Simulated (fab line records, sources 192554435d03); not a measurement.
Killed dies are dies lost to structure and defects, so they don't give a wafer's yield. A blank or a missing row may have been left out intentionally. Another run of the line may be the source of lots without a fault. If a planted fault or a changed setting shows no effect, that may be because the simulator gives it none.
The tool behind it: which one? + flow n5-finfet + 24 wafers from 8 lots sampled at 6 of the route's 1938 steps

## WHAT EACH GAUGE READ, for each wafer
N5_BEOL_M4_RC_MEAS_101. Usual: DIBL_N 36.4 mV/V, standard deviation 1.5; DIBL_P 35.8 mV/V, standard deviation 1.7; IOFF_N 0.154 nA/um, standard deviation 0.022; IOFF_P 0.21 nA/um, standard deviation 0.031; ION_N 672 uA/um, standard deviation 8.8; ION_P 462 uA/um, standard deviation 7.2; SS_N 71.5 mV/dec, standard deviation 0.53; SS_P 73.2 mV/dec, standard deviation 0.62; VT_N 250.4 mV, standard deviation 2.5; VT_P -250 mV, standard deviation 3.5.
| lot  | measured     | on        | DIBL_N (mV/V)  | DIBL_P (mV/V)  | IOFF_N (nA/um)    | IOFF_P (nA/um) | ION_N (uA/um) | ION_P (uA/um) | SS_N (mV/dec)  | SS_P (mV/dec)  | VT_N (mV)         | VT_P (mV)      | flag |
|------|--------------|-----------|----------------|----------------|-------------------|----------------|---------------|---------------|----------------|----------------|-------------------|----------------|------|
| L647 | day 11 06:43 | prober-02 | 39.8 39.0 37.7 | 39.2 38.7 37.4 | 0.216 0.187 0.174 | 0.27 0.26 0.23 | 676 681 677   | 465 469 469   | 72.6 72.3 71.6 | 75.1 74.7 74.1 | 247.0 247.1 245.2 | -246 -246 -249 |      |
| L642 | day 11 07:40 | prober-01 | 36.3 36.8 36.4 | 37.0 37.3 37.7 | 0.138 0.147 0.150 | 0.22 0.22 0.22 | 667 666 674   | 464 465 465   | 70.6 71.3 71.2 | 72.6 73.3 73.1 | 252.3 250.6 250.0 | -249 -247 -245 |      |
| L646 | day 11 12:22 | prober-02 | 36.7 34.8 37.6 | 36.6 34.5 37.8 | 0.148 0.118 0.172 | 0.18 0.16 0.20 | 672 642 685   | 453 444 465   | 72.1 71.1 71.5 | 73.4 72.6 74.0 | 252.0 254.9 248.0 | -254 -255 -252 |      |
| L650 | day 12 18:56 | prober-02 | 33.1 35.5 35.6 | 33.4 35.7 35.9 | 0.123 0.154 0.161 | 0.19 0.22 0.23 | 674 674 662   | 468 465 465   | 70.9 71.4 71.3 | 72.5 73.0 72.5 | 250.5 248.8 248.0 | -251 -247 -248 |      |
| L649 | day 12 19:08 | prober-01 | 35.9 34.9 35.6 | 36.6 36.3 36.3 | 0.159 0.158 0.160 | 0.20 0.21 0.20 | 665 678 676   | 456 465 460   | 72.0 70.8 71.3 | 73.6 73.4 73.5 | 249.8 247.3 253.7 | -255 -250 -251 |      |
| L652 | day 12 23:16 | prober-01 | 35.4 38.2 38.8 | 35.9 39.0 39.3 | 0.148 0.212 0.219 | 0.21 0.28 0.29 | 682 695 686   | 465 480 467   | 70.6 71.5 71.9 | 73.6 73.9 73.8 | 249.6 244.6 246.8 | -249 -244 -241 |      |
| L654 | day 13 10:49 | prober-02 | 37.2 37.7 37.4 | 35.3 34.9 35.7 | 0.141 0.142 0.142 | 0.22 0.21 0.22 | 680 670 664   | 470 466 467   | 71.4 72.1 72.1 | 73.5 73.7 73.2 | 252.1 253.4 253.2 | -248 -249 -247 |      |
| L656 | day 13 12:50 | prober-01 | 35.1 36.8 36.6 | 33.8 36.1 35.9 | 0.138 0.174 0.166 | 0.20 0.25 0.23 | 674 677 688   | 470 461 474   | 71.1 72.0 71.8 | 72.7 73.0 73.3 | 249.0 248.0 248.0 | -247 -247 -248 |      |

N5_BEOL_M6_OVL_MEAS_29. Usual: V5_OVL -0.1 nm, standard deviation 0.74.
| lot  | measured     | on         | V5_OVL (nm)    | flag |
|------|--------------|------------|----------------|------|
| L647 | day 12 00:59 | overlay-02 | 0.5 0.6 0.6    |      |
| L642 | day 12 02:50 | overlay-02 | 1.2 1.2 0.9    |      |
| L646 | day 12 04:46 | overlay-02 | -0.7 -0.2 -0.5 |      |
| L650 | day 13 12:44 | overlay-01 | 0.0 -0.1 -0.2  |      |
| L649 | day 13 12:34 | overlay-01 | -0.1 -0.4 0.5  |      |
| L652 | day 13 22:49 | overlay-02 | -0.4 -1.4 -0.7 |      |
| L654 | day 14 05:31 | overlay-01 | 1.5 -0.1 0.0   |      |
| L656 | day 14 09:32 | overlay-01 | 0.9 -0.4 0.2   |      |

N5_BEOL_M6_OCD_MEAS_38. Usual: trench-depth-nm reads 94.1 nm (standard deviation 1.1).
| lot  | measured     | on     | trench-depth-nm (nm) | flag |
|------|--------------|--------|----------------------|------|
| L647 | day 12 01:30 | ocd-02 | 0 0 0.3              | OFF  |
| L642 | day 12 03:21 | ocd-02 | 0.8 0 0.5            | OFF  |
| L646 | day 12 05:18 | ocd-02 | 0.1 0 0.4            | OFF  |
| L650 | day 13 13:31 | ocd-01 | 92.9 93.0 93.3       |      |
| L649 | day 13 13:05 | ocd-02 | 94.0 94.9 93.5       |      |
| L652 | day 13 23:37 | ocd-02 | 95.1 95.3 91.9       |      |
| L654 | day 14 06:01 | ocd-02 | 94.8 94.4 93.0       |      |
| L656 | day 14 10:32 | ocd-02 | 94.1 95.8 92.2       |      |

## TOOL THAT RAN EACH LOT (tool first, then ch and the chambers of the sampled wafers, then the start)
| lot  | N5_BEOL_M6_ETCH_66                 | N5_BEOL_M6_STRIP_36                | N5_BEOL_M6_TRENCH_ETCH_37          |
|------|------------------------------------|------------------------------------|------------------------------------|
| L647 | rie-diel-01 ch 0,1,3, day 12 01:09 | rie-diel-01 ch 0,1,3, day 12 01:18 | rie-diel-01 ch 0,1,3, day 12 01:20 |
| L642 | rie-diel-01 ch 1,2, day 12 02:59   | rie-diel-01 ch 1,2, day 12 03:08   | rie-diel-01 ch 1,2, day 12 03:11   |
| L646 | rie-diel-06 ch 0,3, day 12 04:57   | rie-diel-06 ch 0,3, day 12 05:06   | rie-diel-06 ch 0,3, day 12 05:08   |
| L650 | rie-diel-01 ch 1,2,3, day 13 13:10 | rie-diel-01 ch 1,2,3, day 13 13:19 | rie-diel-01 ch 1,2,3, day 13 13:22 |
| L649 | rie-diel-01 ch 0,2,3, day 13 12:44 | rie-diel-01 ch 0,2,3, day 13 12:53 | rie-diel-01 ch 0,2,3, day 13 12:55 |
| L652 | rie-diel-01 ch 0,1, day 13 23:16   | rie-diel-01 ch 0,1, day 13 23:26   | rie-diel-01 ch 0,1, day 13 23:28   |
| L654 | rie-diel-06 ch 0,1,3, day 14 05:41 | rie-diel-06 ch 0,1,3, day 14 05:50 | rie-diel-06 ch 0,1,3, day 14 05:52 |
| L656 | rie-diel-01 ch 0,1,3, day 14 10:11 | rie-diel-01 ch 0,1,3, day 14 10:20 | rie-diel-01 ch 0,1,3, day 14 10:22 |
- N5_BEOL_M6_ETCH_66: etches SOC in N2/H2, target depth 80 nm, overetch 16 nm, time 120 s.
- N5_BEOL_M6_STRIP_36: strips in N2/H2.
- N5_BEOL_M6_TRENCH_ETCH_37: etches SiCOH lowk in C4F6/O2, target depth 94.435 nm, time 31.5 s.

## AS READ BY THE TOOLS THEMSELVES (means over the sampled wafers that have a number; for cases with no such wafer, the mark the record gives instead)
N5_BEOL_M6_ETCH_66. Usual: bias-w 150.0 W, standard deviation 0.48; chamber-pressure-mTorr 30.000 mTorr, standard deviation 0.024; drypump-motor-current-A 5.7 A, standard deviation 0.42; oes-product-au 0.61 a.u., standard deviation 0.061; rf-fwd-power-W 834.8 W, standard deviation 2.9; rf-vpp-V 525 V, standard deviation 3.2; showerhead-plenum-p-Torr 2.57 Torr, standard deviation 0.12; throttle-valve-pct 17.90 %, standard deviation 0.22.
| lot  | tool        | bias-w (W) | chamber-pressure-mTorr (mTorr) | drypump-motor-current-A (A) | oes-product-au (a.u.) | rf-fwd-power-W (W) | rf-vpp-V (V) | showerhead-plenum-p-Torr (Torr) | throttle-valve-pct (%) | flag |
|------|-------------|------------|--------------------------------|-----------------------------|-----------------------|--------------------|--------------|---------------------------------|------------------------|------|
| L647 | rie-diel-01 | 149.9      | 30.009                         | 5.3                         | 0.67                  | 837.1              | 525          | 2.58                            | 17.80                  |      |
| L642 | rie-diel-01 | 150.0      | 30.004                         | 5.0                         | 0.55                  | 836.5              | 518          | 2.36                            | 18.10                  |      |
| L646 | rie-diel-06 | 150.1      | 29.980                         | 6.1                         | 0.64                  | 831.8              | 523          | 2.54                            | 17.67                  |      |
| L650 | rie-diel-01 | 149.5      | 29.984                         | 5.3                         | 0.59                  | 835.7              | 521          | 2.44                            | 18.02                  |      |
| L649 | rie-diel-01 | 150.1      | 29.990                         | 5.2                         | 0.64                  | 837.1              | 524          | 2.54                            | 17.82                  |      |
| L652 | rie-diel-01 | 150.3      | 30.006                         | 5.1                         | 0.67                  | 833.4              | 526          | 2.62                            | 17.75                  |      |
| L654 | rie-diel-06 | 149.8      | 30.003                         | 6.1                         | 0.63                  | 834.5              | 526          | 2.60                            | 17.79                  |      |
| L656 | rie-diel-01 | 150.2      | 30.003                         | 5.3                         | 0.64                  | 835.2              | 525          | 2.57                            | 17.82                  |      |

N5_BEOL_M6_STRIP_36. Usual: drypump-motor-current-A 5.7 A, standard deviation 0.42; oes-product-au 0.80 a.u., standard deviation 0.082; rf-vpp-V 59.3 V, standard deviation 1.7; showerhead-plenum-p-Torr 2.57 Torr, standard deviation 0.12; throttle-valve-pct 23.74 %, standard deviation 0.23.
| lot  | tool        | drypump-motor-current-A (A) | oes-product-au (a.u.) | rf-vpp-V (V) | showerhead-plenum-p-Torr (Torr) | throttle-valve-pct (%) | flag |
|------|-------------|-----------------------------|-----------------------|--------------|---------------------------------|------------------------|------|
| L647 | rie-diel-01 | 5.3                         | 0.87                  | 60.1         | 2.58                            | 23.67                  |      |
| L642 | rie-diel-01 | 5.0                         | 0.72                  | 60.2         | 2.35                            | 23.97                  |      |
| L646 | rie-diel-06 | 6.1                         | 0.84                  | 59.0         | 2.53                            | 23.47                  |      |
| L650 | rie-diel-01 | 5.3                         | 0.76                  | 56.8         | 2.44                            | 23.87                  |      |
| L649 | rie-diel-01 | 5.2                         | 0.84                  | 59.9         | 2.53                            | 23.69                  |      |
| L652 | rie-diel-01 | 5.1                         | 0.87                  | 58.9         | 2.62                            | 23.58                  |      |
| L654 | rie-diel-06 | 6.1                         | 0.84                  | 59.0         | 2.60                            | 23.66                  |      |
| L656 | rie-diel-01 | 5.3                         | 0.83                  | 58.5         | 2.57                            | 23.70                  |      |

N5_BEOL_M6_TRENCH_ETCH_37. Usual: C4F6_flow_sccm 10.001 sccm, standard deviation 0.029; O2_flow_sccm 10.00 sccm, standard deviation 0.031; drypump-motor-current-A 5.7 A, standard deviation 0.42; oes-product-au 0.80 a.u., standard deviation 0.083; rf-fwd-power-W 339.6 W, standard deviation 1.9; rf-vpp-V 667 V, standard deviation 4.9; showerhead-plenum-p-Torr 2.88 Torr, standard deviation 0.12; throttle-valve-pct 21.00 %, standard deviation 0.22.
| lot  | tool        | C4F6_flow_sccm (sccm) | O2_flow_sccm (sccm) | drypump-motor-current-A (A) | oes-product-au (a.u.) | rf-fwd-power-W (W) | rf-vpp-V (V) | showerhead-plenum-p-Torr (Torr) | throttle-valve-pct (%) | flag |
|------|-------------|-----------------------|---------------------|-----------------------------|-----------------------|--------------------|--------------|---------------------------------|------------------------|------|
| L647 | rie-diel-01 | -                     | -                   | -                           | -                     | -                  | -            | -                               | -                      | OFF  |
| L642 | rie-diel-01 | -                     | -                   | -                           | -                     | -                  | -            | -                               | -                      | OFF  |
| L646 | rie-diel-06 | -                     | -                   | -                           | -                     | -                  | -            | -                               | -                      | OFF  |
| L650 | rie-diel-01 | 9.977                 | 9.98                | 5.3                         | 0.76                  | 341.9              | 659          | 2.75                            | 21.12                  |      |
| L649 | rie-diel-01 | 10.039                | 10.00               | 5.2                         | 0.83                  | 341.4              | 664          | 2.84                            | 20.93                  |      |
| L652 | rie-diel-01 | 9.976                 | 9.99                | 5.1                         | 0.87                  | 341.1              | 668          | 2.92                            | 20.80                  |      |
| L654 | rie-diel-06 | 9.991                 | 9.99                | 6.1                         | 0.83                  | 339.2              | 669          | 2.92                            | 20.95                  |      |
| L656 | rie-diel-01 | 10.040                | 10.01               | 5.3                         | 0.83                  | 340.7              | 665          | 2.87                            | 20.92                  |      |

## THE ANSWER, worked out from the rows above alone
Rule: a lot counts as off when the mean over its wafers that have a number is more than 3 standard deviations away from the usual mean. A lot without any number at a reading at which 4 lots or more have one is off too. The other lots that the step has rows for count as sound. First the gauges in route order, then the tools' own readings, where a lot's mean is used as printed above. The first step at which some lot is off is used, and at that step the reading that is off furthest; a lot without a number counts as furthest.
Off at N5_BEOL_M6_OCD_MEAS_38 (trench-depth-nm): L647, L642, L646.
A tool fits if, at a process step before that reading, it ran every lot that is off, and no sound lot after the first of them. The gauges at N5_BEOL_M6_OCD_MEAS_38 aren't tried: what is off there is off at N5_BEOL_M6_TRENCH_ETCH_37 too, on other tools, and a gauge's error can't cause that. No candidate that was tried fits.

## WHAT THE SIMULATOR PUT IN
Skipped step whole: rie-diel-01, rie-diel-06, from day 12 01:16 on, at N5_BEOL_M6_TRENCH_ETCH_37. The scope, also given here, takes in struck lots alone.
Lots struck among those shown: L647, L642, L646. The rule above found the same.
